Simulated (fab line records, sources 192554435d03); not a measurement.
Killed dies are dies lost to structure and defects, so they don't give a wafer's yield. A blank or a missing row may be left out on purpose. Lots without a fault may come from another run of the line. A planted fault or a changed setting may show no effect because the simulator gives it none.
Chamber matching | flow n5_finfet | N5_BEOL_M8_STRIP_67 on rie_diel-05: 4 sister chambers
The step strips in CF4. 24 wafers are shown with their chamber, then 12 later ones without.

WAFERS WITH THEIR CHAMBER
wafer  | chamber | drypump_motor_current_A (A) | throttle_valve_pct (%) | showerhead_plenum_p_Torr (Torr)
L076.3 | 1       | 5.6                         | 13.24                  | 1.85
L076.4 | 3       | 5.1                         | 13.70                  | 1.82
L076.5 | 0       | 5.4                         | 13.56                  | 1.75
L081.1 | 0       | 5.4                         | 13.61                  | 1.74
L081.2 | 3       | 5.1                         | 13.71                  | 1.82
L081.3 | 1       | 5.6                         | 13.27                  | 1.85
L081.4 | 2       | 5.2                         | 13.13                  | 1.83
L081.5 | 3       | 5.1                         | 13.71                  | 1.82
L081.6 | 2       | 5.1                         | 13.13                  | 1.83
L085.1 | 2       | 5.2                         | 13.13                  | 1.82
L085.2 | 0       | 5.4                         | 13.63                  | 1.74
L085.3 | 3       | 5.1                         | 13.71                  | 1.81
L086.3 | 1       | 5.6                         | 13.29                  | 1.84
L086.4 | 0       | 5.4                         | 13.63                  | 1.74
L086.6 | 3       | 5.1                         | 13.73                  | 1.81
L089.2 | 2       | 5.1                         | 13.15                  | 1.82
L089.4 | 0       | 5.4                         | 13.64                  | 1.74
L089.5 | 0       | 5.4                         | 13.62                  | 1.74
L090.1 | 2       | 5.2                         | 13.16                  | 1.82
L090.2 | 0       | 5.4                         | 13.66                  | 1.74
L090.3 | 3       | 5.1                         | 13.75                  | 1.81
L091.1 | 1       | 5.6                         | 13.32                  | 1.84
L091.2 | 2       | 5.2                         | 13.18                  | 1.82
L091.3 | 3       | 5.1                         | 13.75                  | 1.81

SIGNATURES (means of the wafers above)
reading                  | chamber 0 | chamber 1 | chamber 2 | chamber 3 | scatter within a chamber
drypump_motor_current_A  | 5.400     | 5.600     | 5.167     | 5.100     | 0.0258
throttle_valve_pct       | 13.6214   | 13.2800   | 13.1467   | 13.7229   | 0.0264
showerhead_plenum_p_Torr | 1.7414    | 1.8450    | 1.8233    | 1.8143    | 0.00495
Rule: a wafer's distance from a chamber is the root of the sum, over the readings, of the square of ((its reading less the chamber's mean) divided by the reading's scatter). The wafer belongs to the nearest chamber; if the next one is less than 2 further off, it can't be placed. The scatter: the root of (the sum of the squares of (reading less its chamber's mean) over the shown wafers, divided by (wafers less chambers)).

WAFERS WITHOUT THEIR CHAMBER
wafer  | drypump_motor_current_A (A) | throttle_valve_pct (%) | showerhead_plenum_p_Torr (Torr)
L091.4 | 5.4                         | 13.62                  | 1.73
L091.5 | 5.6                         | 13.33                  | 1.84
L091.6 | 5.4                         | 13.63                  | 1.74
L095.1 | 5.1                         | 13.17                  | 1.82
L095.4 | 5.4                         | 13.66                  | 1.73
L095.6 | 5.1                         | 13.20                  | 1.82
L096.1 | 5.4                         | 13.69                  | 1.73
L096.4 | 5.1                         | 13.20                  | 1.82
L096.6 | 5.1                         | 13.80                  | 1.81
L097.2 | 5.2                         | 13.22                  | 1.82
L097.5 | 5.4                         | 13.67                  | 1.73
L097.6 | 5.1                         | 13.80                  | 1.81

WHICH CHAMBER EACH WENT THROUGH
wafer  | from the rows above | in truth
L091.4 | 0                   | 0
L091.5 | 1                   | 1
L091.6 | 0                   | 0
L095.1 | 2                   | 2
L095.4 | 0                   | 0
L095.6 | 2                   | 2
L096.1 | 0                   | 0
L096.4 | 2                   | 2
L096.6 | 3                   | 3
L097.2 | 2                   | 2
L097.5 | 0                   | 0
L097.6 | 3                   | 3
Placed correctly: 12 of 12. Can't be placed from these rows: 0. Placed wrongly: 0.
